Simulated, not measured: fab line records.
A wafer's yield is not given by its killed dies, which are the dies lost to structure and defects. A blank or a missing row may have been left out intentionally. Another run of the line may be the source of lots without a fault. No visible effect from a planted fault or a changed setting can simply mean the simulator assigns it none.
fab line records    flow n5Finfet    part 2 of 2: steps 18 to 28 of 28
[record] lots = 5  wafers = 15  lastDay = 15
route steps=1938 shown HKMG_FIN@458 GATE_CUT@465
lots with no fault: from the same line, run without faults
startH: hours from the record's opening day to when the first of the lot's shown wafers began    waitH: hours since the lot's step before    " repeats the value in the row above    L1.1+2: several wafers, shown together as one row    - value missing, or start not given    * or withheld: withheld    < > ~ a bound
route shown NAME@n: NAME is a module with steps in the file, n the number in the route of the first one    usual: the fault-free wafers' mean and standard deviation    same: alike in all rows    chamber/n: place in a boat    sites: per-site readings    _std_site: the standard deviation of these    _edge_site: inner sites' mean taken away from outer sites' mean    radiusMm: how far each site lies from the wafer's centre    mask NAME#n: copy n    behind: tool/chamber where the wafer was last shaped    hold: reason for holding the lot/hours on hold/outcome of the hold    device: names the non-switching transistor (n, p or np)    end of line: the route-end tests of the same wafers    a step given without rows: its recipe and nothing more    killed: not the wafer's yield, but the dies lost to structure and defects at the first sort    map: per-die view of a wafer (x killed, . not killed, _ where there is no die)
set.NAME: setting as actually run; set.NAME@STEP: the setting as run at that earlier step    model.NAME: the simulator's own value behind a step, which no gauge read
lots at selected steps of the route; one table per step, one row per wafer
services: a tool's chamber out of use, with start hour (startH, from the record's first day; less than 0 if before it), hours out, and reason
[[steps]]
[step N5_GATE_CUT_HM_DEP_46]
[recipe] material = SiO2  targetThkA = 1300  tempC = 400  precursor = TEOS/O2  pressureTorr = 6.5  rfW = 900  teosFlowSccm = 161.4  gas = O2  flowSccm = 2650  timeS = 26.6
[usual] heaterPowerW = 522/77  showerheadPlenumPTorr = 8.35/0.035  throttleValvePct = 19.3/1.3
lot.wafer  tool      chamber  startH  waitH  heaterPowerW  showerheadPlenumPTorr  throttleValvePct
L074.1     pecvd-04  0        83.94   0.0    598           8.33                   17.8
L074.5     "         1        "       "      494           8.33                   18.2
L074.6     "         2        "       "      457           8.32                   18.4
L078.1     pecvd-01  2        106.85  0.0    494           8.35                   21.2
L078.3     "         1        "       "      568           8.38                   20.7
L078.4     "         2        "       "      498           8.35                   20.9
L084.1     pecvd-04  0        145.26  0.0    632           8.33                   17.8
L084.2     "         2        "       "      414           8.31                   19.0
L084.5     "         2        "       "      437           8.29                   18.7
L085.1     pecvd-04  0        148.37  0.0    673           8.35                   18.1
L085.3     "         2        "       "      392           8.29                   18.8
L085.5     "         0        "       "      664           8.32                   18.0
L089.4     pecvd-04  1        174.22  0.1    498           8.31                   18.0
L089.5     "         2        "       "      457           8.29                   18.9
L089.6     "         0        "       "      624           8.34                   18.4
[step N5_GATE_CUT_COAT_34]
[recipe] resist = SOC  tempC = 250  timeS = 60  spinRpm = 1500  resistThkNm = 60
[usual] dispensePressureKPa = 46/3.1  resistLineTempC = 22.98/0.1
lot.wafer  tool           chamber  startH  waitH  dispensePressureKPa  resistLineTempC
L074.1     lithoTrack-05  0        84.00   0.0    44                   22.75
L074.5     "              0        "       "      44                   22.97
L074.6     "              0        "       "      44                   23.06
L078.1     lithoTrack-05  0        106.94  0.1    44                   23.02
L078.3     "              0        "       "      44                   22.85
L078.4     "              0        "       "      44                   22.91
L084.1     lithoTrack-01  0        145.35  0.1    51                   23.09
L084.2     "              0        "       "      51                   23.09
L084.5     "              0        "       "      51                   23.09
L085.1     lithoTrack-05  0        148.44  0.0    44                   22.93
L085.3     "              0        "       "      44                   22.96
L085.5     "              0        "       "      44                   22.98
L089.4     lithoTrack-01  0        174.27  0.0    51                   22.90
L089.5     "              0        "       "      51                   22.94
L089.6     "              0        "       "      51                   22.88
[step N5_GATE_CUT_COAT_35]
[recipe] resist = SiARC  tempC = 220  timeS = 60  spinRpm = 1500  resistThkNm = 10
[usual] dispensePressureKPa = 46/3.1  resistLineTempC = 23.00/0.099
lot.wafer  tool           chamber  startH  waitH  dispensePressureKPa  resistLineTempC
L074.1     lithoTrack-05  0        -       -      44                   23.10
L074.5     "              0        "       "      44                   22.96
L074.6     "              0        "       "      44                   22.91
L078.1     lithoTrack-05  0        -       -      44                   23.11
L078.3     "              0        "       "      44                   23.01
L078.4     "              0        "       "      44                   22.94
L084.1     lithoTrack-01  0        -       -      51                   23.10
L084.2     "              0        "       "      51                   23.06
L084.5     "              0        "       "      51                   23.00
L085.1     lithoTrack-05  0        -       -      44                   23.02
L085.3     "              0        "       "      44                   23.03
L085.5     "              0        "       "      44                   22.91
L089.4     lithoTrack-01  0        -       -      51                   23.15
L089.5     "              0        "       "      51                   23.10
L089.6     "              0        "       "      51                   23.02
[step N5_GATE_CUT_COAT_27]
[recipe] resist = underlayer  tempC = 205  timeS = 60  spinRpm = 1500  resistThkNm = 10
[usual] dispensePressureKPa = 46/3.1  resistLineTempC = 23.01/0.1
lot.wafer  tool           chamber  startH  waitH  dispensePressureKPa  resistLineTempC
L074.1     lithoTrack-05  0        -       -      44                   23.10
L074.5     "              0        "       "      44                   22.96
L074.6     "              0        "       "      44                   23.17
L078.1     lithoTrack-05  0        -       -      44                   23.04
L078.3     "              0        "       "      44                   23.05
L078.4     "              0        "       "      44                   23.21
L084.1     lithoTrack-01  0        -       -      51                   23.02
L084.2     "              0        "       "      51                   22.95
L084.5     "              0        "       "      51                   23.02
L085.1     lithoTrack-05  0        -       -      44                   23.05
L085.3     "              0        "       "      44                   22.91
L085.5     "              0        "       "      44                   22.97
L089.4     lithoTrack-01  0        -       -      51                   23.05
L089.5     "              0        "       "      51                   22.86
L089.6     "              0        "       "      51                   23.06
[step N5_GATE_CUT_COAT_07]
[recipe] resist = CAR-EUV  spinRpm = 1500  resistThkNm = 30
[usual] dispensePressureKPa = 46/3.1  resistLineTempC = 23.01/0.12
lot.wafer  tool           chamber  startH  waitH  dispensePressureKPa  resistLineTempC
L074.1     lithoTrack-05  0        -       -      44                   23.05
L074.5     "              0        "       "      44                   23.02
L074.6     "              0        "       "      44                   23.07
L078.1     lithoTrack-05  0        -       -      44                   22.89
L078.3     "              0        "       "      44                   22.99
L078.4     "              0        "       "      44                   22.92
L084.1     lithoTrack-01  0        -       -      51                   23.07
L084.2     "              0        "       "      51                   23.26
L084.5     "              0        "       "      51                   23.00
L085.1     lithoTrack-05  0        -       -      44                   23.03
L085.3     "              0        "       "      44                   23.06
L085.5     "              0        "       "      44                   23.04
L089.4     lithoTrack-01  0        -       -      51                   22.87
L089.5     "              0        "       "      51                   22.74
L089.6     "              0        "       "      51                   22.98
[step N5_GATE_CUT_EBR_09]
[recipe] solvent = PGMEA  ebrWidthMm = 1.5
[usual] resistLineTempC = 23.03/0.11
lot.wafer  tool           chamber  startH  waitH  resistLineTempC
L074.1     lithoTrack-05  0        -       -      23.22
L074.5     "              0        "       "      23.37
L074.6     "              0        "       "      23.03
L078.1     lithoTrack-05  0        -       -      22.92
L078.3     "              0        "       "      23.05
L078.4     "              0        "       "      23.10
L084.1     lithoTrack-01  0        -       -      23.12
L084.2     "              0        "       "      23.20
L084.5     "              0        "       "      22.98
L085.1     lithoTrack-05  0        -       -      22.91
L085.3     "              0        "       "      23.07
L085.5     "              0        "       "      23.00
L089.4     lithoTrack-01  0        -       -      22.90
L089.5     "              0        "       "      23.04
L089.6     "              0        "       "      23.01
[step N5_GATE_CUT_SOFTBAKE_08]
[recipe] tempC = 110  timeS = 60  resist = CAR-EUV
[usual] resistLineTempC = 23.01/0.097
lot.wafer  tool           chamber  startH  waitH  resistLineTempC
L074.1     lithoTrack-05  0        -       -      23.22
L074.5     "              0        "       "      23.15
L074.6     "              0        "       "      22.98
L078.1     lithoTrack-05  0        -       -      23.02
L078.3     "              0        "       "      23.11
L078.4     "              0        "       "      23.16
L084.1     lithoTrack-01  0        -       -      23.01
L084.2     "              0        "       "      22.85
L084.5     "              0        "       "      23.06
L085.1     lithoTrack-05  0        -       -      22.96
L085.3     "              0        "       "      23.09
L085.5     "              0        "       "      23.04
L089.4     lithoTrack-01  0        -       -      23.03
L089.5     "              0        "       "      22.96
L089.6     "              0        "       "      23.07
[step N5_GATE_CUT_EXPOSE_10]
[recipe] maskId = GATE_CUT  na = 0.33  sourceShape = annular  sigmaInner = 0.35  sigmaOuter = 0.8  polarization = unpolarized  targetCdNm = 20  doseMj = 43.25
lot.wafer   tool           chamber  startH  waitH  mask
L074.1+5+6  euvScanner-01  0        84.27   -      GATE_CUT#0
L078.1+3+4  euvScanner-01  0        107.24  -      GATE_CUT#0
L084.1+2+5  euvScanner-02  0        145.61  -      GATE_CUT#0
L085.1+3+5  euvScanner-02  0        148.57  -      GATE_CUT#0
L089.4+5+6  euvScanner-01  0        174.43  -      GATE_CUT#0
[step N5_GATE_CUT_PEB_11]
[recipe] pebTempC = 100  pebTimeS = 60  resist = CAR-EUV
[usual] resistLineTempC = 23.01/0.099
lot.wafer  tool           chamber  startH  waitH  resistLineTempC
L074.1     lithoTrack-04  0        84.33   0.1    23.16
L074.5     "              0        "       "      23.10
L074.6     "              0        "       "      22.85
L078.1     lithoTrack-01  0        107.30  0.1    23.21
L078.3     "              0        "       "      22.99
L078.4     "              0        "       "      23.06
L084.1     lithoTrack-01  0        145.67  0.1    23.06
L084.2     "              0        "       "      23.07
L084.5     "              0        "       "      23.03
L085.1     lithoTrack-04  0        148.64  0.1    22.97
L085.3     "              0        "       "      23.03
L085.5     "              0        "       "      22.97
L089.4     lithoTrack-05  0        174.47  0.0    23.15
L089.5     "              0        "       "      23.19
L089.6     "              0        "       "      23.10
[step N5_GATE_CUT_DEVELOP_12]
[recipe] developTimeS = 30  developer = TMAH  resist = CAR-EUV  rinseLiquid = surfactantRinse  dry = airSpin  devTempC = 23
[usual] resistLineTempC = 23.02/0.1
lot.wafer  tool           chamber  startH  waitH  resistLineTempC
L074.1     lithoTrack-04  0        -       -      22.94
L074.5     "              0        "       "      22.98
L074.6     "              0        "       "      22.95
L078.1     lithoTrack-01  0        -       -      23.09
L078.3     "              0        "       "      22.98
L078.4     "              0        "       "      22.94
L084.1     lithoTrack-01  0        -       -      23.05
L084.2     "              0        "       "      22.78
L084.5     "              0        "       "      22.93
L085.1     lithoTrack-04  0        -       -      22.95
L085.3     "              0        "       "      23.05
L085.5     "              0        "       "      23.16
L089.4     lithoTrack-05  0        -       -      23.11
L089.5     "              0        "       "      22.84
L089.6     "              0        "       "      22.91
[step N5_GATE_CUT_CD_MEAS_13]
[recipe] targetCdNm = 20  landingEnergyEv = 500  detector = seInlens
[usual] cdNm = 19.84/0.26
lot.wafer  tool      chamber  startH  waitH  cdNm
L074.1     cdSem-02  0        84.40   -      19.92
L074.5     "         0        "       "      19.97
L074.6     "         0        "       "      19.87
L078.1     cdSem-02  0        107.37  -      19.61
L078.3     "         0        "       "      19.97
L078.4     "         0        "       "      19.85
L084.1     cdSem-03  0        145.74  -      19.10
L084.2     "         0        "       "      20.05
L084.5     "         0        "       "      19.23
L085.1     cdSem-01  0        148.71  -      20.18
L085.3     "         0        "       "      20.01
L085.5     "         0        "       "      19.53
L089.4     cdSem-01  0        174.54  -      20.03
L089.5     "         0        "       "      19.97
L089.6     "         0        "       "      20.28
[[services]]
tool           chamber  startH  hours  kind
rieMetal-01    -        69.73   3.4    repair
cmp-04         -        69.92   2.6    repair
pecvd-04       -        73.03   0.2    repair
rieDiel-05     1        73.51   5.2    repair
rieMetal-02    -        79.49   14.6   pm
cmp-04         -        83.76   4.7    repair
cmp-03         -        85.91   4.0    pm
cmp-04         -        93.41   7.4    repair
euvScanner-01  -        95.89   1.0    pm
cvdW-01        -        97.82   6.9    pm
pecvd-01       0        98.32   30.1   repair
euvScanner-01  -        100.94  4.6    pm
cmp-04         -        121.33  0.2    repair
cmp-02         -        124.58  4.0    pm
pecvd-04       -        127.46  1.1    repair
rieDiel-06     1        130.63  9.8    repair
wetBench-02    -        132.77  1.5    repair
cmp-03         -        138.26  2.5    repair
pecvd-04       1        141.84  5.4    repair
rieDiel-06     2        149.71  12.8   repair
rieMetal-02    -        152.42  0.4    repair
cmp-02         -        156.86  4.1    repair
wetBench-01    -        159.16  4.4    pm
cmp-02         -        173.70  1.1    repair
